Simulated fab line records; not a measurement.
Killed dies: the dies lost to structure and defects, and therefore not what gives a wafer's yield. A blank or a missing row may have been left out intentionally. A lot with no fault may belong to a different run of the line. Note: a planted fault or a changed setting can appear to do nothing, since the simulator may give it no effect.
The tool behind it: which one?	flow n5-finfet	24 lots with 72 wafers sampled at 6 steps, on a route of 1938 steps

== WHAT THE GAUGES READ, wafer by wafer ==
Not one reading of a measure or inspect step in the record can be checked against a usual standard deviation.

== TOOL THAT RAN EACH LOT (tool first, then ch and the chambers of the sampled wafers, then the start) ==
lot	N5_BEOL_M1_ETCH_74	N5_BEOL_M1_STRIP_66	N5_BEOL_M1_ANNEAL_49	N5_BEOL_M1_ANNEAL_82	N5_BEOL_M1_ANNEAL_95	N5_BEOL_M1_ANNEAL_51
L076	rie-diel-04 ch 0,1, day 6 19:10	rie-diel-04 ch 0,1, day 6 19:20	pvd-sputter-01, day 7 03:24	pvd-sputter-01, day 7 03:50	pvd-sputter-01, day 7 04:56	rtp-anneal-01 ch 0, day 7 05:36
L075	rie-diel-02 ch 0,2, day 6 23:42	rie-diel-02 ch 0,2, day 6 23:52	pvd-sputter-01, day 7 06:14	pvd-sputter-01, day 7 06:41	pvd-sputter-01, day 7 07:47	rtp-anneal-02 ch 0, day 7 08:10
L077	rie-diel-06 ch 0,1,3, day 7 03:59	rie-diel-06 ch 0,1,3, day 7 04:10	pvd-sputter-02, day 7 08:39	pvd-sputter-02, day 7 09:05	pvd-sputter-02, day 7 10:11	rtp-anneal-02 ch 0, day 7 10:32
L078	rie-diel-04 ch 1,3, day 7 08:52	rie-diel-04 ch 1,3, day 7 09:02	pvd-sputter-01, day 8 00:31	pvd-sputter-01, day 8 00:58	pvd-sputter-01, day 8 02:04	rtp-anneal-02 ch 0, day 8 02:29
L079	rie-diel-06 ch 0,2,3, day 7 09:01	rie-diel-06 ch 0,2,3, day 7 09:11	pvd-sputter-03, day 8 01:38	pvd-sputter-03, day 8 02:04	pvd-sputter-03, day 8 03:10	rtp-anneal-02 ch 0, day 8 03:36
L074	rie-diel-06 ch 2,3, day 7 09:17	rie-diel-06 ch 2,3, day 7 09:28	pvd-sputter-01, day 8 03:14	pvd-sputter-01, day 8 03:41	pvd-sputter-01, day 8 04:47	rtp-anneal-02 ch 0, day 8 05:13
L080	rie-diel-06 ch 1,2, day 7 14:23	rie-diel-06 ch 1,2, day 7 14:33	pvd-sputter-01, day 8 05:56	pvd-sputter-01, day 8 06:23	pvd-sputter-01, day 8 07:29	rtp-anneal-02 ch 0, day 8 07:56
L081	rie-diel-06 ch 0,1,2, day 7 20:20	rie-diel-06 ch 0,1,2, day 7 20:31	pvd-sputter-02, day 8 06:29	pvd-sputter-02, day 8 06:56	pvd-sputter-02, day 8 11:17	rtp-anneal-01 ch 0, day 8 11:40
L082	rie-diel-04 ch 0,3, day 8 04:08	rie-diel-04 ch 0,3, day 8 04:18	pvd-sputter-03, day 8 11:12	pvd-sputter-03, day 8 11:38	pvd-sputter-03, day 8 12:44	rtp-anneal-01 ch 0, day 8 13:08
L083	rie-diel-02 ch 0,1,2, day 8 08:53	rie-diel-02 ch 0,1,2, day 8 09:04	pvd-sputter-01, day 8 15:43	pvd-sputter-01, day 8 16:09	pvd-sputter-01, day 8 17:15	rtp-anneal-02 ch 0, day 8 17:35
L084	rie-diel-04 ch 0,1, day 8 16:50	rie-diel-04 ch 0,1, day 8 17:01	pvd-sputter-02, day 8 19:35	pvd-sputter-02, day 8 20:01	pvd-sputter-02, day 8 21:07	rtp-anneal-01 ch 0, day 8 21:31
L085	rie-diel-02 ch 0,2,3, day 8 18:25	rie-diel-02 ch 0,2,3, day 8 18:35	pvd-sputter-02, day 8 22:38	pvd-sputter-02, day 8 23:04	pvd-sputter-02, day 9 00:10	rtp-anneal-01 ch 0, day 9 00:33
L086	rie-diel-02 ch 1,3, day 9 10:35	rie-diel-02 ch 1,3, day 9 10:45	pvd-sputter-01, day 9 16:06	pvd-sputter-01, day 9 16:32	pvd-sputter-01, day 9 17:38	rtp-anneal-02 ch 0, day 9 17:58
L087	rie-diel-06 ch 0,2,3, day 9 15:55	rie-diel-06 ch 0,2,3, day 9 16:05	pvd-sputter-02, day 10 00:46	pvd-sputter-02, day 10 01:13	pvd-sputter-02, day 10 02:19	rtp-anneal-02 ch 0, day 10 02:38
L088	rie-diel-04 ch 1,3, day 9 18:54	rie-diel-04 ch 1,3, day 9 19:04	pvd-sputter-01, day 10 00:53	pvd-sputter-01, day 10 01:19	pvd-sputter-01, day 10 02:25	rtp-anneal-01 ch 0, day 10 03:01
L090	rie-diel-02 ch 1,3, day 10 00:24	rie-diel-02 ch 1,3, day 10 00:34	pvd-sputter-03, day 10 13:32	pvd-sputter-03, day 10 13:58	pvd-sputter-03, day 10 15:04	rtp-anneal-02 ch 0, day 10 15:28
L089	rie-diel-06 ch 0,1,3, day 10 00:49	rie-diel-06 ch 0,1,3, day 10 00:59	pvd-sputter-01, day 10 13:39	pvd-sputter-01, day 10 14:05	pvd-sputter-01, day 10 15:11	rtp-anneal-01 ch 0, day 10 15:35
L092	rie-diel-04 ch 1,3, day 10 16:19	rie-diel-04 ch 1,3, day 10 16:29	pvd-sputter-02, day 10 20:10	pvd-sputter-02, day 10 20:36	pvd-sputter-02, day 10 21:42	rtp-anneal-01 ch 0, day 10 22:08
L091	rie-diel-02 ch 2,3, day 10 16:21	rie-diel-02 ch 2,3, day 10 16:31	pvd-sputter-03, day 10 23:55	pvd-sputter-03, day 11 00:21	pvd-sputter-03, day 11 01:27	rtp-anneal-02 ch 0, day 11 01:53
L093	rie-diel-04 ch 1,2, day 11 02:12	rie-diel-04 ch 1,2, day 11 02:22	pvd-sputter-02, day 11 21:41	pvd-sputter-02, day 11 22:08	pvd-sputter-02, day 11 23:14	rtp-anneal-02 ch 0, day 11 23:34
L094	rie-diel-06 ch 0,1, day 11 06:04	rie-diel-06 ch 0,1, day 11 06:14	pvd-sputter-01, day 12 00:21	pvd-sputter-01, day 12 00:47	pvd-sputter-01, day 12 01:53	rtp-anneal-01 ch 0, day 12 02:13
L095	rie-diel-06 ch 0,1,3, day 11 15:20	rie-diel-06 ch 0,1,3, day 11 15:31	pvd-sputter-02, day 12 01:14	pvd-sputter-02, day 12 01:40	pvd-sputter-02, day 12 02:46	rtp-anneal-02 ch 0, day 12 03:10
L096	rie-diel-04 ch 0,3, day 11 23:14	rie-diel-04 ch 0,3, day 11 23:25	pvd-sputter-01, day 12 04:32	pvd-sputter-01, day 12 04:58	pvd-sputter-01, day 12 06:04	rtp-anneal-01 ch 0, day 12 06:27
L097	rie-diel-06 ch 1,2,3, day 12 01:01	rie-diel-06 ch 1,2,3, day 12 01:11	pvd-sputter-01, day 12 10:33	pvd-sputter-01, day 12 10:59	pvd-sputter-01, day 12 12:05	rtp-anneal-01 ch 0, day 12 12:31
- N5_BEOL_M1_ETCH_74: etches underlayer in N2/H2, target depth 6.5 nm, time 5.2 s.
- N5_BEOL_M1_STRIP_66: strips in CF4.
- N5_BEOL_M1_ANNEAL_49: time 240 s.
- N5_BEOL_M1_ANNEAL_82: time 240 s.
- N5_BEOL_M1_ANNEAL_95: time 240 s.
- N5_BEOL_M1_ANNEAL_51: time 90 s.

== AS READ BY THE TOOLS THEMSELVES (means over the sampled wafers that have a number; for cases with no such wafer, the mark the record gives instead) ==
N5_BEOL_M1_ETCH_74.
lot	tool	drypump-motor-current-A (A)	etch-rf-on-time-s (s)	oes-product-au (a.u.)	rf-fwd-power-W (W)	rf-vpp-V (V)	showerhead-plenum-p-Torr (Torr)	throttle-valve-pct (%)
L076	rie-diel-04	6.0	5.31	0.58	820.8	522.1	2.48	18.17
L075	rie-diel-02	6.1	5.39	0.67	818.6	522.0	2.47	17.93
L077	rie-diel-06	5.9	5.11	0.71	818.8	521.9	2.49	17.90
L078	rie-diel-04	5.6	4.98	0.68	817.8	525.1	2.57	17.84
L079	rie-diel-06	5.9	5.26	0.71	820.6	525.9	2.58	17.75
L074	rie-diel-06	5.9	5.27	0.70	822.0	523.1	2.54	18.06
L080	rie-diel-06	6.0	5.42	0.61	820.0	523.6	2.57	17.79
L081	rie-diel-06	5.9	5.19	0.67	818.2	524.4	2.55	17.67
L082	rie-diel-04	5.7	5.14	0.68	819.3	523.4	2.53	17.86
L083	rie-diel-02	5.9	5.34	0.67	819.7	523.3	2.51	18.00
L084	rie-diel-04	6.1	5.36	0.57	823.2	521.4	2.44	18.23
L085	rie-diel-02	5.9	5.33	0.70	819.3	524.1	2.53	17.86
L086	rie-diel-02	5.9	5.29	0.67	821.0	526.4	2.56	18.06
L087	rie-diel-06	5.9	5.26	0.70	819.1	525.7	2.57	17.78
L088	rie-diel-04	5.7	5.09	0.62	818.9	522.6	2.54	18.04
L090	rie-diel-02	5.9	5.30	0.66	822.1	523.5	2.56	18.06
L089	rie-diel-06	5.9	5.12	0.77	819.8	524.3	2.59	17.80
L092	rie-diel-04	5.6	5.02	0.67	820.4	523.0	2.56	17.87
L091	rie-diel-02	5.7	5.34	0.74	819.1	525.5	2.59	17.80
L093	rie-diel-04	5.6	5.19	0.60	819.5	521.5	2.56	18.14
L094	rie-diel-06	5.9	5.06	0.77	818.9	526.5	2.62	17.51
L095	rie-diel-06	5.9	5.17	0.74	816.5	524.4	2.58	17.81
L096	rie-diel-04	5.7	4.91	0.76	820.5	525.2	2.63	17.78
L097	rie-diel-06	5.9	5.33	0.71	816.8	526.1	2.61	17.89

N5_BEOL_M1_STRIP_66.
lot	tool	drypump-motor-current-A (A)	oes-product-au (a.u.)	rf-fwd-power-W (W)	rf-vpp-V (V)	showerhead-plenum-p-Torr (Torr)	throttle-valve-pct (%)
L076	rie-diel-04	6.0	0.69	292.6	270.4	1.75	13.86
L075	rie-diel-02	6.1	0.79	291.5	269.6	1.75	13.64
L077	rie-diel-06	5.9	0.81	292.4	270.7	1.76	13.57
L078	rie-diel-04	5.5	0.79	292.5	271.2	1.81	13.43
L079	rie-diel-06	5.9	0.83	291.1	271.2	1.81	13.39
L074	rie-diel-06	5.8	0.81	292.6	270.9	1.78	13.54
L080	rie-diel-06	5.9	0.73	293.2	272.3	1.82	13.51
L081	rie-diel-06	5.9	0.77	292.5	270.7	1.81	13.46
L082	rie-diel-04	5.7	0.79	293.5	270.9	1.78	13.47
L083	rie-diel-02	5.9	0.79	293.5	270.6	1.77	13.64
L084	rie-diel-04	6.1	0.68	292.3	269.9	1.72	13.91
L085	rie-diel-02	5.9	0.83	292.5	271.1	1.79	13.54
L086	rie-diel-02	5.9	0.78	291.7	271.5	1.80	13.67
L087	rie-diel-06	5.9	0.81	292.4	271.0	1.81	13.43
L088	rie-diel-04	5.7	0.72	292.9	270.4	1.79	13.68
L090	rie-diel-02	5.9	0.78	291.1	271.8	1.80	13.68
L089	rie-diel-06	5.9	0.89	292.9	271.2	1.83	13.43
L092	rie-diel-04	5.5	0.76	292.6	271.0	1.80	13.49
L091	rie-diel-02	5.7	0.87	292.2	272.4	1.82	13.45
L093	rie-diel-04	5.7	0.69	293.1	270.3	1.80	13.85
L094	rie-diel-06	5.9	0.88	292.0	272.4	1.86	13.30
L095	rie-diel-06	5.9	0.86	292.8	272.0	1.82	13.45
L096	rie-diel-04	5.7	0.85	293.8	272.0	1.85	13.33
L097	rie-diel-06	5.9	0.82	292.5	272.3	1.83	13.50

N5_BEOL_M1_ANNEAL_49.
lot	tool	heater-power-w (W)
L076	pvd-sputter-01	791
L075	pvd-sputter-01	802
L077	pvd-sputter-02	801
L078	pvd-sputter-01	811
L079	pvd-sputter-03	777
L074	pvd-sputter-01	813
L080	pvd-sputter-01	793
L081	pvd-sputter-02	797
L082	pvd-sputter-03	782
L083	pvd-sputter-01	809
L084	pvd-sputter-02	728
L085	pvd-sputter-02	866
L086	pvd-sputter-01	789
L087	pvd-sputter-02	803
L088	pvd-sputter-01	801
L090	pvd-sputter-03	746
L089	pvd-sputter-01	790
L092	pvd-sputter-02	798
L091	pvd-sputter-03	745
L093	pvd-sputter-02	868
L094	pvd-sputter-01	789
L095	pvd-sputter-02	856
L096	pvd-sputter-01	797
L097	pvd-sputter-01	806

N5_BEOL_M1_ANNEAL_82.
lot	tool	heater-power-w (W)
L076	pvd-sputter-01	797
L075	pvd-sputter-01	796
L077	pvd-sputter-02	819
L078	pvd-sputter-01	831
L079	pvd-sputter-03	775
L074	pvd-sputter-01	800
L080	pvd-sputter-01	781
L081	pvd-sputter-02	801
L082	pvd-sputter-03	764
L083	pvd-sputter-01	815
L084	pvd-sputter-02	743
L085	pvd-sputter-02	864
L086	pvd-sputter-01	798
L087	pvd-sputter-02	794
L088	pvd-sputter-01	813
L090	pvd-sputter-03	755
L089	pvd-sputter-01	796
L092	pvd-sputter-02	795
L091	pvd-sputter-03	738
L093	pvd-sputter-02	857
L094	pvd-sputter-01	796
L095	pvd-sputter-02	866
L096	pvd-sputter-01	804
L097	pvd-sputter-01	816

N5_BEOL_M1_ANNEAL_95.
lot	tool	heater-power-w (W)
L076	pvd-sputter-01	800
L075	pvd-sputter-01	795
L077	pvd-sputter-02	793
L078	pvd-sputter-01	821
L079	pvd-sputter-03	775
L074	pvd-sputter-01	801
L080	pvd-sputter-01	791
L081	pvd-sputter-02	802
L082	pvd-sputter-03	769
L083	pvd-sputter-01	811
L084	pvd-sputter-02	728
L085	pvd-sputter-02	859
L086	pvd-sputter-01	800
L087	pvd-sputter-02	818
L088	pvd-sputter-01	810
L090	pvd-sputter-03	736
L089	pvd-sputter-01	800
L092	pvd-sputter-02	782
L091	pvd-sputter-03	735
L093	pvd-sputter-02	869
L094	pvd-sputter-01	795
L095	pvd-sputter-02	868
L096	pvd-sputter-01	810
L097	pvd-sputter-01	810

N5_BEOL_M1_ANNEAL_51.
lot	tool	wafer_temp_C_max
L076	rtp-anneal-01	226.07
L075	rtp-anneal-02	225.94
L077	rtp-anneal-02	225.94
L078	rtp-anneal-02	225.83
L079	rtp-anneal-02	225.98
L074	rtp-anneal-02	225.72
L080	rtp-anneal-02	225.89
L081	rtp-anneal-01	226.20
L082	rtp-anneal-01	226.25
L083	rtp-anneal-02	225.88
L084	rtp-anneal-01	226.43
L085	rtp-anneal-01	225.93
L086	rtp-anneal-02	225.74
L087	rtp-anneal-02	225.60
L088	rtp-anneal-01	226.07
L090	rtp-anneal-02	225.74
L089	rtp-anneal-01	226.10
L092	rtp-anneal-01	226.09
L091	rtp-anneal-02	225.65
L093	rtp-anneal-02	225.87
L094	rtp-anneal-01	226.18
L095	rtp-anneal-02	225.86
L096	rtp-anneal-01	225.99
L097	rtp-anneal-01	225.91

== THE ANSWER, worked out from the rows above alone ==
Rule: the usual values come from the lots themselves. Put in order of their means at a reading, lots are off if they are a third of the lots or fewer, leave a main group of 4 or more, and stand apart from it by a gap of 3 or more times the standard deviation of the main group's means; of several such gaps the widest counts. If all means in a main group match to the digits the tables above print for the reading, that group is not used. A lot without any number at a reading at which 4 lots or more have one is off too. The other lots that the step has rows for count as sound. The gauges are gone through in route order, then the tools' own readings, and for those a lot's mean is taken as printed above. The first step at which some lot is off is used, and at that step the reading that is off furthest; a lot without a number counts as furthest.
No lot is off on any of the readings shown, so nothing can be concluded from this.

== WHAT THE SIMULATOR HAD PUT IN ==
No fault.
